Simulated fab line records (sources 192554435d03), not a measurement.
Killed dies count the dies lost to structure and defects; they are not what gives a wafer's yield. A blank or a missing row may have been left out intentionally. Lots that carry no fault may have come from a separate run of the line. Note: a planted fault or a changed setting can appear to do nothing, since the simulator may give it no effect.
Matching of chambers ; flow n5_finfet ; rie_diel-04 running N5_BEOL_M10_ETCH_66: 4 sister chambers
The step etches SOC in N2/H2, target depth 120 nm, overetch 24 nm, time 180 s. 4 wafers are shown with their chamber, then 10 later ones without.

EACH WAFER AND ITS CHAMBER
wafer;chamber;showerhead_plenum_p_Torr (Torr)
L079.5;1;2.69
L084.2;3;2.69
L086.1;2;2.54
L086.4;0;2.46

WAFERS WITH NO CHAMBER GIVEN
wafer;showerhead_plenum_p_Torr (Torr)
L086.5;2.46
L089.3;2.69
L089.4;2.54
L089.6;2.54
L090.1;2.53
L090.5;2.69
L090.6;2.46
L092.2;2.53
L092.4;2.69
L092.5;2.53

CHAMBER TAKEN BY EACH
wafer;from the rows above;in truth
L086.5;0;0
L089.3;can't be placed: 1 or 3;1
L089.4;2;2
L089.6;2;2
L090.1;2;2
L090.5;can't be placed: 1 or 3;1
L090.6;0;0
L092.2;2;2
L092.4;can't be placed: 1 or 3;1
L092.5;2;2
Placed correctly: 7 of 10. Cannot be placed on the basis of these rows: 3; the candidates contain the true chamber in 3. Wrongly placed: 0.
How it was worked out, from the rows above alone: a wafer's distance from a chamber is the root of the sum, over the readings, of the square of ((its reading less the chamber's mean) divided by the reading's scatter). The wafer belongs to the nearest chamber; if the next one is less than 2 further off, it can't be placed. Each chamber's mean is taken over the wafers shown for it. The scatter (one wafer shown for each chamber): square how far every hidden wafer sits from the nearest shown wafer, average those squares and take the square root.
